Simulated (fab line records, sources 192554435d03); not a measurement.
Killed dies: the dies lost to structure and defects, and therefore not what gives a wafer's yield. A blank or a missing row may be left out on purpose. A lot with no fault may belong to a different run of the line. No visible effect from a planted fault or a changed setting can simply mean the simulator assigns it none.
Struck lot and sound lot, side by side	flow n5_finfet	15 steps out of a route of 1938
Sound: the wafers L894.2, L894.5, L894.6. Struck: wafer L909.5. (L909.2, L909.6 of the same lot were not struck and are left out.) The cause comes at the end.
Each step with rows lists, per side, the tool, then ch with its chambers, then its first start. Under that, the readings that differ: sound wafers	struck wafers	difference of the means	sigmas: that difference in standard deviations of wafers without a fault.
alike: same words and numbers on both sides, and readings whose means sit less than 2 such deviations apart. not compared: any withheld reading, any reading some wafer has no value for, any bound like >300 that may hide the same value, and any number with overlapping values for which the record gives no deviation.
A row with sigmas, a row that says differs or no value, or rows on one side alone: a step with any of these is where the two part. When numbers do not overlap yet have no deviation, they are printed without sigmas and do not part them. A reading that every wafer of one side lacks parts them only if that side has two wafers or more.

first, 8 steps without rows for these wafers: N5_BEOL_M14_COAT_66 (time 60 s, resist thk 110 nm); N5_BEOL_M14_COAT_22 (resist thk 300 nm); N5_BEOL_M14_EBR_24; N5_BEOL_M14_SOFTBAKE_23 (time 60 s); N5_BEOL_M14_EXPOSE_25 (exposes mask M14, target cd 280 nm); N5_BEOL_M14_PEB_26 (peb time 90 s); N5_BEOL_M14_DEVELOP_27 (develop time 45 s); N5_BEOL_M14_HARDBAKE_32 (time 120 s).
N5_BEOL_M14_CD_MEAS_28: the cd target is 284.4 nm.
  sound on cd_sem-01 ch 0, day 12 14:17; struck on cd_sem-03 ch 0, day 16 20:59
  alike: cd_nm
N5_BEOL_M14_OVL_MEAS_29:
  sound on overlay-02 ch 0, day 12 14:19; struck on overlay-01 ch 0, day 16 21:01
  alike: M14_OVL
N5_BEOL_M14_INSPECT_30: inspects for defects (macro).
  struck on defect_inspect-02, day 16 21:02; sound on defect_inspect-01, day 12 14:20
  alike: raw_defect_count
N5_BEOL_M14_DESCUM_33: chemistry O2, time 7.9 s.
  sound on rie_diel-03 ch 2,3, day 12 14:22; struck on rie_diel-03 ch 2, day 16 21:05
reading	sound	struck	difference	sigmas
rf_vpp_V (V)	246.2 240.1 243.7	239.5	-3.8	-2
  alike: drypump_motor_current_A, oes_product_au, showerhead_plenum_p_Torr, throttle_valve_pct
  not compared: rf_hours_counter_h
N5_BEOL_M14_ETCH_67: etches SiARC in CF4, target depth 143 nm, time 238.3 s.
  sound on rie_diel-03 ch 2,3, day 12 14:25; struck on rie_diel-03 ch 2, day 16 21:07
reading	sound	struck	difference	sigmas
etch_rf_on_time_s (s)	234 239 234	298	+62	+16
  alike: cf4_flow_sccm, drypump_motor_current_A, oes_product_au, rf_vpp_V, showerhead_plenum_p_Torr, throttle_valve_pct
  not compared: rf_hours_counter_h
N5_BEOL_M14_ETCH_68: etches SOC in N2/H2, time 450 s.
  sound on rie_diel-03 ch 2,3, day 12 14:34; struck on rie_diel-03 ch 2, day 16 21:16
reading	sound	struck	difference	sigmas
rf_vpp_V (V)	528 517 528	516	-8	-2
  alike: drypump_motor_current_A, h2_flow_sccm, oes_product_au, showerhead_plenum_p_Torr, throttle_valve_pct
  not compared: rf_hours_counter_h
after that, 1 step had no rows for these wafers: N5_PASSIVATION_PROBE_49.

== WHERE THEY PART ==
At N5_BEOL_M14_DESCUM_33 first; at N5_BEOL_M14_ETCH_68 last (within this record only).

WHY: what the simulator had put in
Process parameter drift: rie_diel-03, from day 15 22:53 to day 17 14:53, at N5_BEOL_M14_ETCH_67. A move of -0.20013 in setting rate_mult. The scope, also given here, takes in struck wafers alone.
